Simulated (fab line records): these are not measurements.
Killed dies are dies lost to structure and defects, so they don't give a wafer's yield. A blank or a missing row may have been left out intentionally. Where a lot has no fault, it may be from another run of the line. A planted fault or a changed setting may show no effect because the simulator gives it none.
Chamber matching || flow n5_finfet || 4 sister chambers for N5_STI_FIN_REVEAL_STRIP_24 on rie_diel-03
The step strips in N2/H2, time 90 s. 16 wafers are shown with their chamber, then 8 later ones without.

WAFERS PAIRED WITH THEIR CHAMBERS
{"wafer": "L074.2", "chamber": 1, "drypump_motor_current_A (A)": 5.4, "showerhead_plenum_p_Torr (Torr)": 3.42, "throttle_valve_pct (%)": 11.94}
{"wafer": "L074.3", "chamber": 2, "drypump_motor_current_A (A)": 5.2, "showerhead_plenum_p_Torr (Torr)": 3.38, "throttle_valve_pct (%)": 11.94}
{"wafer": "L074.4", "chamber": 1, "drypump_motor_current_A (A)": 5.4, "showerhead_plenum_p_Torr (Torr)": 3.42, "throttle_valve_pct (%)": 11.93}
{"wafer": "L077.1", "chamber": 0, "drypump_motor_current_A (A)": 5.4, "showerhead_plenum_p_Torr (Torr)": 3.55, "throttle_valve_pct (%)": 11.81}
{"wafer": "L077.4", "chamber": 2, "drypump_motor_current_A (A)": 5.2, "showerhead_plenum_p_Torr (Torr)": 3.37, "throttle_valve_pct (%)": 11.95}
{"wafer": "L077.6", "chamber": 3, "drypump_motor_current_A (A)": 5.9, "showerhead_plenum_p_Torr (Torr)": 3.49, "throttle_valve_pct (%)": 12.32}
{"wafer": "L079.1", "chamber": 2, "drypump_motor_current_A (A)": 5.2, "showerhead_plenum_p_Torr (Torr)": 3.37, "throttle_valve_pct (%)": 11.96}
{"wafer": "L079.3", "chamber": 3, "drypump_motor_current_A (A)": 5.9, "showerhead_plenum_p_Torr (Torr)": 3.48, "throttle_valve_pct (%)": 12.33}
{"wafer": "L079.5", "chamber": 0, "drypump_motor_current_A (A)": 5.3, "showerhead_plenum_p_Torr (Torr)": 3.55, "throttle_valve_pct (%)": 11.80}
{"wafer": "L090.1", "chamber": 3, "drypump_motor_current_A (A)": 5.9, "showerhead_plenum_p_Torr (Torr)": 3.47, "throttle_valve_pct (%)": 12.39}
{"wafer": "L090.3", "chamber": 1, "drypump_motor_current_A (A)": 5.4, "showerhead_plenum_p_Torr (Torr)": 3.40, "throttle_valve_pct (%)": 11.99}
{"wafer": "L090.5", "chamber": 0, "drypump_motor_current_A (A)": 5.4, "showerhead_plenum_p_Torr (Torr)": 3.53, "throttle_valve_pct (%)": 11.86}
{"wafer": "L091.2", "chamber": 2, "drypump_motor_current_A (A)": 5.2, "showerhead_plenum_p_Torr (Torr)": 3.36, "throttle_valve_pct (%)": 12.03}
{"wafer": "L091.3", "chamber": 0, "drypump_motor_current_A (A)": 5.3, "showerhead_plenum_p_Torr (Torr)": 3.53, "throttle_valve_pct (%)": 11.86}
{"wafer": "L091.4", "chamber": 3, "drypump_motor_current_A (A)": 5.9, "showerhead_plenum_p_Torr (Torr)": 3.47, "throttle_valve_pct (%)": 12.39}
{"wafer": "L092.1", "chamber": 0, "drypump_motor_current_A (A)": 5.3, "showerhead_plenum_p_Torr (Torr)": 3.53, "throttle_valve_pct (%)": 11.88}

SIGNATURES (averages over the wafers above)
{"reading": "drypump_motor_current_A", "chamber 0": 5.340, "chamber 1": 5.400, "chamber 2": 5.200, "chamber 3": 5.900, "scatter within a chamber": 0.0316}
{"reading": "showerhead_plenum_p_Torr", "chamber 0": 3.5380, "chamber 1": 3.4133, "chamber 2": 3.3700, "chamber 3": 3.4775, "scatter within a chamber": 0.0101}
{"reading": "throttle_valve_pct", "chamber 0": 11.8420, "chamber 1": 11.9533, "chamber 2": 11.9700, "chamber 3": 12.3575, "scatter within a chamber": 0.0368}
Rule: for a wafer and a chamber, the distance is found by dividing, reading by reading, the gap between the wafer's reading and the chamber's mean by the reading's scatter, squaring, summing and taking the root. If the next closest chamber is less than 2 further off than the closest, the wafer can't be placed; otherwise it belongs to the closest. The scatter: take each reading less its chamber's mean, square it, sum over the shown wafers, divide by the number of wafers less the number of chambers, and take the root.

WAFERS WHOSE CHAMBER IS MISSING
{"wafer": "L092.2", "drypump_motor_current_A (A)": 5.9, "showerhead_plenum_p_Torr (Torr)": 3.47, "throttle_valve_pct (%)": 12.40}
{"wafer": "L092.5", "drypump_motor_current_A (A)": 5.4, "showerhead_plenum_p_Torr (Torr)": 3.40, "throttle_valve_pct (%)": 12.03}
{"wafer": "L095.1", "drypump_motor_current_A (A)": 5.4, "showerhead_plenum_p_Torr (Torr)": 3.40, "throttle_valve_pct (%)": 12.04}
{"wafer": "L095.3", "drypump_motor_current_A (A)": 5.2, "showerhead_plenum_p_Torr (Torr)": 3.35, "throttle_valve_pct (%)": 12.04}
{"wafer": "L095.4", "drypump_motor_current_A (A)": 5.3, "showerhead_plenum_p_Torr (Torr)": 3.53, "throttle_valve_pct (%)": 11.88}
{"wafer": "L096.1", "drypump_motor_current_A (A)": 5.9, "showerhead_plenum_p_Torr (Torr)": 3.46, "throttle_valve_pct (%)": 12.41}
{"wafer": "L096.2", "drypump_motor_current_A (A)": 5.2, "showerhead_plenum_p_Torr (Torr)": 3.35, "throttle_valve_pct (%)": 12.05}
{"wafer": "L096.3", "drypump_motor_current_A (A)": 5.4, "showerhead_plenum_p_Torr (Torr)": 3.40, "throttle_valve_pct (%)": 12.05}

WHICH CHAMBER EACH ONE RAN IN
{"wafer": "L092.2", "from the rows above": 3, "in truth": 3}
{"wafer": "L092.5", "from the rows above": 1, "in truth": 1}
{"wafer": "L095.1", "from the rows above": 1, "in truth": 1}
{"wafer": "L095.3", "from the rows above": 2, "in truth": 2}
{"wafer": "L095.4", "from the rows above": 0, "in truth": 0}
{"wafer": "L096.1", "from the rows above": 3, "in truth": 3}
{"wafer": "L096.2", "from the rows above": 2, "in truth": 2}
{"wafer": "L096.3", "from the rows above": 1, "in truth": 1}
8 of 8 placed correctly. Not placeable from these rows: 0. Number placed wrongly: 0.
